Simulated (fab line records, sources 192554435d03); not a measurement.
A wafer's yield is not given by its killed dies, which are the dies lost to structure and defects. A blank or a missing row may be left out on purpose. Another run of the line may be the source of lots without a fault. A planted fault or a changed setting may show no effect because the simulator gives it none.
Matching of chambers | flow n5-finfet | 4 sister chambers for N5_BEOL_M0_SAQP_ETCH_106 on rie-diel-05
The step etches SOC in N2/H2, stops on SiNx, target depth 150 nm. 4 wafers are shown with their chamber, then 11 later ones without.

## WAFERS WITH THEIR CHAMBER
wafer  | chamber | showerhead-plenum-p-Torr (Torr)
L088.1 | 1       | 2.41
L088.3 | 3       | 2.64
L088.4 | 2       | 2.60
L091.2 | 0       | 2.44

## WAFERS WHOSE CHAMBER IS MISSING
wafer  | showerhead-plenum-p-Torr (Torr)
L091.3 | 2.60
L091.6 | 2.64
L093.1 | 2.41
L093.3 | 2.63
L093.6 | 2.41
L094.2 | 2.41
L094.3 | 2.63
L094.5 | 2.43
L095.1 | 2.41
L095.3 | 2.63
L095.4 | 2.41

## EACH ONE'S CHAMBER
wafer  | from the rows above     | in truth
L091.3 | 2                       | 2
L091.6 | 3                       | 3
L093.1 | 1                       | 1
L093.3 | 3                       | 3
L093.6 | 1                       | 1
L094.2 | 1                       | 1
L094.3 | 3                       | 3
L094.5 | can't be placed: 0 or 1 | 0
L095.1 | 1                       | 1
L095.3 | 3                       | 3
L095.4 | 1                       | 1
10 of 11 placed correctly. Not placeable from these rows: 1 (in 1, the candidates include the true chamber). Wrongly placed: 0.
How it was worked out, from the rows above alone: a wafer's distance from a chamber is the root of the sum, over the readings, of the square of ((its reading less the chamber's mean) divided by the reading's scatter). The wafer belongs to the nearest chamber; if the next one is less than 2 further off, it can't be placed. The mean given for a chamber averages the wafers shown for that chamber. The scatter: with one shown wafer a chamber, the root of the mean of the squares of how far each hidden wafer lies from its nearest shown one.
